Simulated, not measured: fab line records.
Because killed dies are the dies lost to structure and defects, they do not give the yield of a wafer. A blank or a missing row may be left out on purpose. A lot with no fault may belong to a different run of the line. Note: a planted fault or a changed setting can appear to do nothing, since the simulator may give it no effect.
The tool behind it: which one?	flow n5Finfet	Sampling: 9 lots, 25 wafers, 5 of 1938 route steps

## WHAT THE GAUGES SHOWED, per wafer
N5_BEOL_M3_OVL_MEAS_12. Usual: M3_OVL -0.3 nm, standard deviation 0.65.
lot	measured	on	M3_OVL (nm)	flag
L812	day 7 18:10	overlay-02	-0.4 0.0 -0.1	
L815	day 7 22:55	overlay-01	-0.4 -1.7 0.1	
L816	day 8 03:20	overlay-02	0.3 0.3	
L818	day 8 20:36	overlay-01	-0.3 -0.6	
L819	day 8 23:42	overlay-01	-0.4 -1.0 -1.1	
L831	day 12 00:08	overlay-01	-0.7 -1.1 0.3	
L833	day 12 09:13	overlay-02	-1.0 0.4 0.4	
L834	day 12 16:00	overlay-02	-0.4 -0.1 -0.3	
L835	day 12 20:35	overlay-01	1.3 0.5 -0.4	

N5_BEOL_M4_RC_MEAS_101. Usual: DIBL_N 36.3 mV/V, standard deviation 1.4; DIBL_P 35.7 mV/V, standard deviation 1.5; IOFF_N 0.155 nA/um, standard deviation 0.022; IOFF_P 0.204 nA/um, standard deviation 0.027; ION_N 671 uA/um, standard deviation 9; ION_P 459 uA/um, standard deviation 6.2; SS_N 71.5 mV/dec, standard deviation 0.54; SS_P 73.1 mV/dec, standard deviation 0.56; VT_N 250.2 mV, standard deviation 2.6; VT_P -251 mV, standard deviation 3.3.
lot	measured	on	DIBL_N (mV/V)	DIBL_P (mV/V)	IOFF_N (nA/um)	IOFF_P (nA/um)	ION_N (uA/um)	ION_P (uA/um)	SS_N (mV/dec)	SS_P (mV/dec)	VT_N (mV)	VT_P (mV)	flag
L812	day 8 17:21	prober-01	35.6 34.3 35.9	34.2 33.4 34.4	0.157 0.136 0.157	0.207 0.192 0.203	673 661 664	457 461 457	71.9 71.4 71.1	72.7 72.6 72.8	246.0 249.0 248.9	-248 -249 -250	
L815	day 8 21:08	prober-02	35.0 36.4 38.2	34.9 36.8 38.8	0.137 0.176 0.212	0.171 0.195 0.222	663 682 686	453 464 456	70.7 71.5 71.1	72.3 73.4 73.6	250.8 245.6 243.2	-255 -254 -252	
L816	day 8 23:48	prober-02	34.4 36.4	33.4 34.8	0.129 0.161	0.214 0.235	670 667	471 461	70.6 70.9	72.0 73.4	251.9 248.3	-250 -247	
L818	day 9 17:58	prober-01	39.1 38.9	38.6 37.1	0.197 0.195	0.257 0.238	682 678	466 458	72.3 73.4	73.6 73.4	247.3 250.4	-245 -249	
L819	day 9 20:37	prober-01	35.3 36.1 36.7	35.5 35.9 35.6	0.133 0.149 0.151	0.177 0.185 0.174	677 661 668	462 451 447	70.9 71.3 71.6	72.4 73.4 72.5	253.2 251.9 252.9	-255 -255 -258	
L831	day 12 20:58	prober-02	36.2 36.3 35.9	36.8 36.8 36.0	0.153 0.158 0.143	0.207 0.213 0.194	675 671 663	466 460 457	71.5 71.3 71.1	72.7 73.0 72.4	250.7 251.5 253.7	-250 -249 -251	
L833	day 13 06:14	prober-02	37.1 36.2 37.1	36.6 35.7 37.5	0.183 0.157 0.176	0.232 0.210 0.248	679 667 677	465 458 468	71.5 71.2 71.0	72.9 72.2 73.3	246.5 250.3 246.7	-248 -249 -245	
L834	day 13 14:47	prober-01	33.6 36.1 33.8	33.7 36.6 33.5	0.105 0.139 0.106	0.161 0.207 0.159	653 663 644	456 461 452	71.3 71.6 70.9	72.2 73.2 72.9	254.8 251.6 255.0	-251 -251 -254	
L835	day 13 19:38	prober-01	35.3 37.3 35.1	34.7 35.9 34.5	0.137 0.166 0.135	0.179 0.192 0.178	669 671 668	460 452 457	71.7 71.9 71.5	72.8 72.1 72.3	250.5 249.3 253.9	-255 -252 -253	

## EACH LOT AND THE TOOL THAT RAN IT (in order: tool; ch and the chambers of the sampled wafers; start)
lot	N5_BEOL_M3_ETCH_63	N5_BEOL_M3_ETCH_64	N5_BEOL_M3_ETCH_70
L812	rieDiel-04 ch 0,2,3, day 7 18:29	rieDiel-04 ch 0,2,3, day 7 18:31	rieDiel-04 ch 0,1,3, day 7 21:45
L815	rieDiel-04 ch 0,3, day 7 23:04	rieDiel-04 ch 0,3, day 7 23:06	rieDiel-02 ch 0,2, day 8 06:10
L816	rieDiel-04 ch 1,2, day 8 03:28	rieDiel-04 ch 1,2, day 8 03:32	rieDiel-02 ch 2,3, day 8 11:11
L818	rieDiel-06 ch 2, day 8 20:55	rieDiel-06 ch 2, day 8 20:57	rieDiel-02 ch 1,2, day 8 22:18
L819	rieDiel-02 ch 0,1, day 8 23:50	rieDiel-02 ch 0,1, day 8 23:52	rieDiel-02 ch 0,2,3, day 9 04:29
L831	rieDiel-02 ch 0,1, day 12 00:17	rieDiel-02 ch 0,1, day 12 00:19	rieDiel-02 ch 0,1, day 12 07:46
L833	rieDiel-02 ch 0,1,3, day 12 10:30	rieDiel-02 ch 0,1,3, day 12 10:32	rieDiel-02 ch 1,3, day 12 15:31
L834	rieDiel-06 ch 1,2,3, day 12 18:14	rieDiel-06 ch 1,2,3, day 12 18:16	rieDiel-02 ch 0,1,3, day 12 21:55
L835	rieDiel-02 ch 0,1,2, day 12 22:45	rieDiel-02 ch 0,1,2, day 12 22:49	rieDiel-02 ch 0,1,2, day 13 06:29
- N5_BEOL_M3_ETCH_63: etches SiARC in CF4, target depth 15.6 nm, time 26 s.
- N5_BEOL_M3_ETCH_64: etches SOC in N2/H2, target depth 75 nm, overetch 15 nm, time 112.5 s.
- N5_BEOL_M3_ETCH_70: etches SOC in N2/H2, target depth 80 nm, overetch 16 nm, time 120 s.

## AS READ BY THE TOOLS THEMSELVES (means over the sampled wafers that have a number; for cases with no such wafer, the mark the record gives instead)
N5_BEOL_M3_ETCH_63. Usual: drypumpMotorCurrentA 5.81 A, standard deviation 0.29; etchRfOnTimeS 26.0 s, standard deviation 0.47; oesProductAu 0.66 a.u., standard deviation 0.071; rfVppV 183.9 V, standard deviation 1.1; showerheadPlenumPTorr 2.14 Torr, standard deviation 0.06; throttleValvePct 15.73 %, standard deviation 0.26.
lot	tool	drypumpMotorCurrentA (A)	etchRfOnTimeS (s)	oesProductAu (a.u.)	rfVppV (V)	showerheadPlenumPTorr (Torr)	throttleValvePct (%)	flag
L812	rieDiel-04	5.69	25.4	0.69	183.7	2.15	15.58	
L815	rieDiel-04	5.59	25.6	0.64	183.9	2.15	15.88	
L816	rieDiel-04	6.00	25.4	0.79	184.7	2.18	15.27	
L818	rieDiel-06	5.76	25.5	0.63	186.1	2.22	15.80	
L819	rieDiel-02	6.02	26.4	0.63	184.1	2.13	15.88	
L831	rieDiel-02	5.96	26.2	0.61	183.1	2.12	15.97	
L833	rieDiel-02	5.84	26.1	0.68	184.1	2.14	15.76	
L834	rieDiel-06	5.95	25.9	0.69	184.0	2.16	15.64	
L835	rieDiel-02	5.77	26.2	0.61	183.7	2.10	15.82	

N5_BEOL_M3_ETCH_64. Usual: drypumpMotorCurrentA 5.81 A, standard deviation 0.29; oesProductAu 0.61 a.u., standard deviation 0.062; rfVppV 523.8 V, standard deviation 2.2; showerheadPlenumPTorr 2.54 Torr, standard deviation 0.075; throttleValvePct 17.93 %, standard deviation 0.25.
lot	tool	drypumpMotorCurrentA (A)	oesProductAu (a.u.)	rfVppV (V)	showerheadPlenumPTorr (Torr)	throttleValvePct (%)	flag
L812	rieDiel-04	5.71	0.63	524.1	2.56	17.83	
L815	rieDiel-04	5.59	0.59	524.8	2.57	18.17	
L816	rieDiel-04	6.04	0.72	525.2	2.60	17.52	
L818	rieDiel-06	5.78	0.58	526.0	2.64	17.99	
L819	rieDiel-02	6.05	0.59	522.9	2.53	18.06	
L831	rieDiel-02	5.96	0.56	522.1	2.51	18.13	
L833	rieDiel-02	5.85	0.63	523.5	2.54	17.94	
L834	rieDiel-06	5.96	0.63	523.6	2.56	17.81	
L835	rieDiel-02	5.77	0.57	521.7	2.48	18.02	

N5_BEOL_M3_ETCH_70. Usual: drypumpMotorCurrentA 5.81 A, standard deviation 0.28; oesProductAu 0.58 a.u., standard deviation 0.055; rfVppV 523.9 V, standard deviation 2.2; runLengthS 143.2 s, standard deviation 0.38; showerheadPlenumPTorr 2.54 Torr, standard deviation 0.075; throttleValvePct 17.96 %, standard deviation 0.24.
lot	tool	drypumpMotorCurrentA (A)	oesProductAu (a.u.)	rfVppV (V)	runLengthS (s)	showerheadPlenumPTorr (Torr)	throttleValvePct (%)	flag
L812	rieDiel-04	5.85	0.62	525.4	143.0	2.63	18.07	
L815	rieDiel-02	5.59	0.59	521.6	143.1	2.48	17.80	
L816	rieDiel-02	5.46	0.57	523.0	139.2	2.53	17.87	OFF
L818	rieDiel-02	5.61	0.58	522.0	138.9	2.48	17.90	OFF
L819	rieDiel-02	5.68	0.57	524.9	140.7	2.53	17.93	OFF
L831	rieDiel-02	5.97	0.54	522.0	143.2	2.51	18.12	
L833	rieDiel-02	5.81	0.59	524.3	143.3	2.52	17.97	
L834	rieDiel-02	5.87	0.60	524.8	143.3	2.53	17.96	
L835	rieDiel-02	5.77	0.55	522.3	143.5	2.48	18.01	

## THE ANSWER, worked out from the rows above alone
Rule: lot off if the mean of its wafers having a number is beyond 3 standard deviations from the usual mean. Also off: a lot with no number at a reading for which 4 or more lots have one. Where the step has rows for the other lots, those lots are counted as sound. First the gauges in route order, then the tools' own readings, where a lot's mean is used as printed above. At the first step where some lot is off, the reading lying furthest off is the one used; lots without a number count as furthest.
Off, at N5_BEOL_M3_ETCH_70 on runLengthS: L816, L818, L819.
If a tool, at that step or one of the process steps before it, ran each lot that is off and ran no sound lot following the first of them, it fits. Of those tried, none fits.

## WHAT THE SIMULATOR HAD INSERTED
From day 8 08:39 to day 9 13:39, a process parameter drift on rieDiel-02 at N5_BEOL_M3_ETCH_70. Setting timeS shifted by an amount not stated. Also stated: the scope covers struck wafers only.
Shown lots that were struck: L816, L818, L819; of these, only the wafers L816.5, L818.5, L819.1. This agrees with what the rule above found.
